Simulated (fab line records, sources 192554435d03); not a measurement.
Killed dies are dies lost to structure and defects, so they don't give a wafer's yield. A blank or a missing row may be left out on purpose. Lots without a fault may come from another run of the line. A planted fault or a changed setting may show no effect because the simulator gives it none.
One fault seen from 3 desks | flow n5_finfet | each desk has only its own numbers; what lay behind them comes last

THE METROLOGY DESK
What the gauges read, lot by lot, whatever tool the lot ran on: means of the sampled wafers that have a number. A lot is out of limits, marked OUT, if its mean lies more than 4 standard deviations from the usual mean; the brackets give that distance.
Columns: A = cd_nm at N5_BEOL_M5_CD_MEAS_18, usual 28.0 nm
lot  | first seen here | A
L232 | day 7 21:28     | 27.8
L241 | day 10 06:08    | 27.8
L242 | day 10 15:20    | 28.6
L246 | day 11 23:49    | 27.8
L251 | day 12 17:07    | 27.9
L249 | day 12 18:32    | 27.8
L253 | day 13 03:04    | 28.2
L254 | day 14 00:23    | 27.6
L255 | day 14 11:31    | 28.2
This desk's finding: nothing out of limits on any of the 9 lots.

THE DEFECT DESK
What the inspections along the route counted, lot by lot: means of the sampled wafers that have a number. A lot is out of limits, marked OUT, if its mean lies more than 4 standard deviations from the usual mean; the brackets give that distance.
Columns: A = raw_defect_count at N5_BEOL_M5_INSPECT_30, usual 375
lot  | first seen here | A
L232 | day 7 21:52     | 402
L241 | day 10 06:32    | 584
L242 | day 10 16:02    | 652
L246 | day 12 01:38    | 468
L251 | day 12 17:31    | 413
L249 | day 12 19:03    | 420
L253 | day 13 03:58    | 438
L254 | day 14 01:46    | 349
L255 | day 14 12:03    | 269
This desk's finding: nothing out of limits on any of the 9 lots.

THE TOOL OWNER'S DESK: rie_diel-03
The tool's own readings at N5_BEOL_M5_ETCH_61 (etches SiARC in CF4, target depth 15.6 nm, time 26 s): means of the sampled wafers that have a number, for each lot that ran on this tool. A lot is out of limits, marked OUT, if its mean lies more than 4 standard deviations from the usual mean; the brackets give that distance.
Columns: A = bias_w at N5_BEOL_M5_ETCH_61, usual 36.01 W; B = drypump_motor_current_A at N5_BEOL_M5_ETCH_61, usual 5.8 A; C = etch_rf_on_time_s at N5_BEOL_M5_ETCH_61, usual 25.9 s; D = oes_product_au at N5_BEOL_M5_ETCH_61, usual 0.67 a.u.; E = rf_vpp_V at N5_BEOL_M5_ETCH_61, usual 183.5 V; F = showerhead_plenum_p_Torr at N5_BEOL_M5_ETCH_61, usual 2.10 Torr; G = throttle_valve_pct at N5_BEOL_M5_ETCH_61, usual 15.59 %
lot  | first seen here | A     | B   | C    | D    | E     | F    | G
L241 | day 10 05:43    | 35.94 | 5.7 | 25.6 | 0.70 | 183.7 | 2.10 | 15.57
L242 | day 10 14:58    | 35.97 | 5.7 | 25.9 | 0.69 | 184.2 | 2.09 | 15.59
L254 | day 13 23:59    | 36.13 | 5.7 | 25.9 | 0.66 | 184.1 | 2.09 | 15.58
L255 | day 14 11:02    | 36.01 | 5.2 | 25.6 | 0.71 | 184.9 | 2.13 | 15.49
This desk's finding: nothing out of limits on any of the 4 lots.

PUT TOGETHER
The metrology desk saw nothing out of limits.
The defect desk saw nothing out of limits.
The tool owner's desk saw nothing out of limits.

WHAT THE SIMULATOR HAD PUT IN
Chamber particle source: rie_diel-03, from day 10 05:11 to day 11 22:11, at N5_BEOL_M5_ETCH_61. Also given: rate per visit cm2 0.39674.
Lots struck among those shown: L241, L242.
